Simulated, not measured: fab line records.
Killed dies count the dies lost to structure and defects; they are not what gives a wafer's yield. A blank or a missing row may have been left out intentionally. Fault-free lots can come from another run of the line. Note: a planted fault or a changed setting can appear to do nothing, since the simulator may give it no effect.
Code-filled problem report in 8D (eight disciplines) form || flow nand_harc || the parts of the form that need people (team, actions taken, sign-off) are left out

== 1. WHAT IS WRONG ==
killed_at_other at NHARC_END_SORT_01 reads a mean of 639.0 on 6 wafers of 2 lots; wafers without a fault read 0.6 with a standard deviation of 1. So: +99 or more standard deviations from the usual mean.
Earliest sighting: wafer L507.2 on prober-01 at day 22 16:02. The record holds 9 wafers of 3 lots with a number at this step. Rule for "out" (also "out of limits"): further than 4 standard deviations from the usual mean. The rest of the wafers with a number are treated as sound.

== 2. WHAT IT IS, AND WHAT IT ISN'T ==
{"question": "which readings at this step", "is": "killed_at_other, defect_limited_yield, killed_dies, sort_bin_3_pct, sort_n_pass, sort_rim_yield_pct, sort_yield_pct", "is not": "killed_at_array, killed_at_periphery, sort_bin_2_pct, sort_bin_4_pct"}
{"question": "which lots", "is": "L507, L509", "is not": "L501"}
{"question": "which wafers of those lots", "is": "all that have a number", "is not": "-"}
{"question": "read on which gauges", "is": "prober-01, prober-02", "is not": "-"}
{"question": "when", "is": "from day 22 16:02", "is not": "up to then (3 sound wafers)"}

== 3. THE SUSPECTS, EACH WITH WHAT RULES IT OUT ==
Counting: any tool at a process step up to the reading is kept as a suspect provided that every lot that is out went through it and no sound lot did after the first of them.
- the gauge at NHARC_END_SORT_01 is ruled out. Those wafers that are out were read across 2 gauges (prober-01, prober-02).
- rie_si-02 at NHARC_THIN_TSV_ETCH_15 (target depth 3000 nm, bosch target overetch cycles 2, bosch etch step 2.8 s): kept. It processed each lot that is out, first L507 at day 21 22:07, and no sound lot thereafter; up to then, the last sound lot it processed was L501 at day 20 02:44.
- rie_metal-02 at NHARC_THIN_TSV_ETCH_59 (etches the open film in Cl2/BCl3, target depth 880 nm, time 138.1 s): kept. It ran every lot that is out, first L507 (day 22 03:52), and no sound lot after that. Out on those wafers are its own readings of oes_product_au.
Left after counting: rie_si-02 at NHARC_THIN_TSV_ETCH_15, rie_metal-02 at NHARC_THIN_TSV_ETCH_59.

== 4. THE CAUSE (what the simulator had put in) ==
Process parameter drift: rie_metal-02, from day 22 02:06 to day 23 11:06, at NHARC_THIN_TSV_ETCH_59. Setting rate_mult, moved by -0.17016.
Counting left 2 suspects, and this tool is among them.

== 5. THE CHAIN OF EFFECTS, in route order ==
Rows list readings where the struck wafers' mean (over those with a number) sits beyond 3 standard deviations from the usual. Only readings whose record carries a usual standard deviation are examined. hours: median over the lots of the time between each lot's start at the first step of this table that gives one and its start at this step. sigmas: the change, counted in usual standard deviations.
{"hours": 0, "step": "NHARC_THIN_TSV_ETCH_59", "reading": "oes_product_au", "usual": "0.999 a.u.", "on struck wafers": 0.887, "change": -0.112, "sigmas": -10}
{"hours": 10, "step": "NHARC_END_SORT_01", "reading": "defect_limited_yield", "usual": "95.5 %", "on struck wafers": 0.0, "change": -95.5, "sigmas": -53}
{"hours": 10, "step": "NHARC_END_SORT_01", "reading": "killed_at_other", "usual": 0.6, "on struck wafers": 639.0, "change": "+638.4", "sigmas": "+99 or more"}
{"hours": 10, "step": "NHARC_END_SORT_01", "reading": "killed_dies", "usual": 31, "on struck wafers": 677, "change": "+646", "sigmas": "+54"}
{"hours": 10, "step": "NHARC_END_SORT_01", "reading": "sort_bin_3_pct", "usual": "0.25 %", "on struck wafers": 94.61, "change": "+94.36", "sigmas": "+99 or more"}
{"hours": 10, "step": "NHARC_END_SORT_01", "reading": "sort_n_pass", "usual": 646, "on struck wafers": 0, "change": -646, "sigmas": -54}
{"hours": 10, "step": "NHARC_END_SORT_01", "reading": "sort_rim_yield_pct", "usual": "95.7 %", "on struck wafers": 0.0, "change": -95.7, "sigmas": -34}
{"hours": 10, "step": "NHARC_END_SORT_01", "reading": "sort_yield_pct", "usual": "95.5 %", "on struck wafers": 0.0, "change": -95.5, "sigmas": -53}
It contains these process steps:
- NHARC_THIN_TSV_ETCH_59: etches the open film in Cl2/BCl3, target depth 880 nm, time 138.1 s.

== 6. WHAT WOULD HAVE CAUGHT IT SOONER ==
14 hours passed between the start of the fault at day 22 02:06 and the first reading out of limits at a measuring or inspecting step in this record, taken at day 22 16:02.
Tool's own readings at NHARC_THIN_TSV_ETCH_59, oes_product_au: out on all struck wafers the step has rows for; an alarm limit on them would have tripped on the first.
Of the lots that are out (2), L509 began NHARC_THIN_TSV_ETCH_59 on rie_metal-02 after day 22 16:02. A hold on the tool at that time would have spared it.
